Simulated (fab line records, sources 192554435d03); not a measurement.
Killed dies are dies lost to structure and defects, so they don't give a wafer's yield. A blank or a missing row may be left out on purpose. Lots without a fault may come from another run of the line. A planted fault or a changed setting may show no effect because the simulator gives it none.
Chamber matching | flow n5_finfet | N5_BEOL_M4_STRIP_66 on rie_diel-06: 4 sister chambers
The step strips in CF4. 22 wafers are shown with their chamber, then 11 later ones without.

WAFERS WITH THEIR CHAMBER
wafer  | chamber | showerhead_plenum_p_Torr (Torr) | drypump_motor_current_A (A) | throttle_valve_pct (%)
L078.1 | 1       | 1.84                            | 5.91                        | 13.93
L078.5 | 0       | 1.75                            | 5.61                        | 13.16
L078.6 | 3       | 1.80                            | 6.04                        | 13.40
L079.2 | 2       | 1.82                            | 5.64                        | 13.74
L079.4 | 0       | 1.75                            | 5.54                        | 13.16
L079.6 | 3       | 1.80                            | 6.04                        | 13.40
L080.4 | 3       | 1.80                            | 6.03                        | 13.40
L080.5 | 0       | 1.75                            | 5.57                        | 13.16
L080.6 | 2       | 1.82                            | 5.67                        | 13.76
L083.1 | 3       | 1.80                            | 6.05                        | 13.40
L083.3 | 0       | 1.75                            | 5.51                        | 13.19
L083.5 | 0       | 1.75                            | 5.55                        | 13.17
L088.2 | 3       | 1.80                            | 6.03                        | 13.44
L088.4 | 0       | 1.75                            | 5.57                        | 13.21
L088.6 | 3       | 1.80                            | 6.03                        | 13.44
L087.1 | 1       | 1.84                            | 5.91                        | 13.36
L087.4 | 0       | 1.75                            | 5.57                        | 13.21
L087.5 | 0       | 1.75                            | 5.59                        | 13.21
L092.3 | 3       | 1.80                            | 6.04                        | 13.46
L092.4 | 0       | 1.74                            | 5.57                        | 13.21
L092.5 | 1       | 1.84                            | 5.91                        | 13.38
L091.1 | 3       | 1.80                            | 6.05                        | 13.47

SIGNATURES (means of the wafers above)
reading                  | chamber 0 | chamber 1 | chamber 2 | chamber 3 | scatter within a chamber
showerhead_plenum_p_Torr | 1.7489    | 1.8400    | 1.8200    | 1.8000    | 0.00222
drypump_motor_current_A  | 5.5644    | 5.9100    | 5.6550    | 6.0388    | 0.0205
throttle_valve_pct       | 13.1867   | 13.5567   | 13.7500   | 13.4262   | 0.111
Rule: a wafer's distance from a chamber is the root of the sum, over the readings, of the square of ((its reading less the chamber's mean) divided by the reading's scatter). The wafer belongs to the nearest chamber; if the next one is less than 2 further off, it can't be placed. The scatter: the root of (the sum of the squares of (reading less its chamber's mean) over the shown wafers, divided by (wafers less chambers)).

WAFERS WITHOUT THEIR CHAMBER
wafer  | showerhead_plenum_p_Torr (Torr) | drypump_motor_current_A (A) | throttle_valve_pct (%)
L091.2 | 1.84                            | 5.90                        | 13.38
L091.6 | 1.80                            | 6.05                        | 13.45
L093.2 | 1.84                            | 5.93                        | 13.38
L093.4 | 1.74                            | 5.55                        | 13.22
L093.5 | 1.74                            | 5.49                        | 13.22
L096.1 | 1.79                            | 6.02                        | 13.50
L096.2 | 1.84                            | 5.91                        | 13.40
L096.3 | 1.74                            | 5.54                        | 13.26
L097.1 | 1.79                            | 6.04                        | 13.49
L097.2 | 1.81                            | 5.66                        | 13.86
L097.6 | 1.83                            | 5.92                        | 13.42

WHICH CHAMBER EACH WENT THROUGH
wafer  | from the rows above | in truth
L091.2 | 1                   | 1
L091.6 | 3                   | 3
L093.2 | 1                   | 1
L093.4 | 0                   | 0
L093.5 | 0                   | 0
L096.1 | 3                   | 3
L096.2 | 1                   | 1
L096.3 | 0                   | 0
L097.1 | 3                   | 3
L097.2 | 2                   | 2
L097.6 | 1                   | 1
Placed correctly: 11 of 11. Can't be placed from these rows: 0. Placed wrongly: 0.
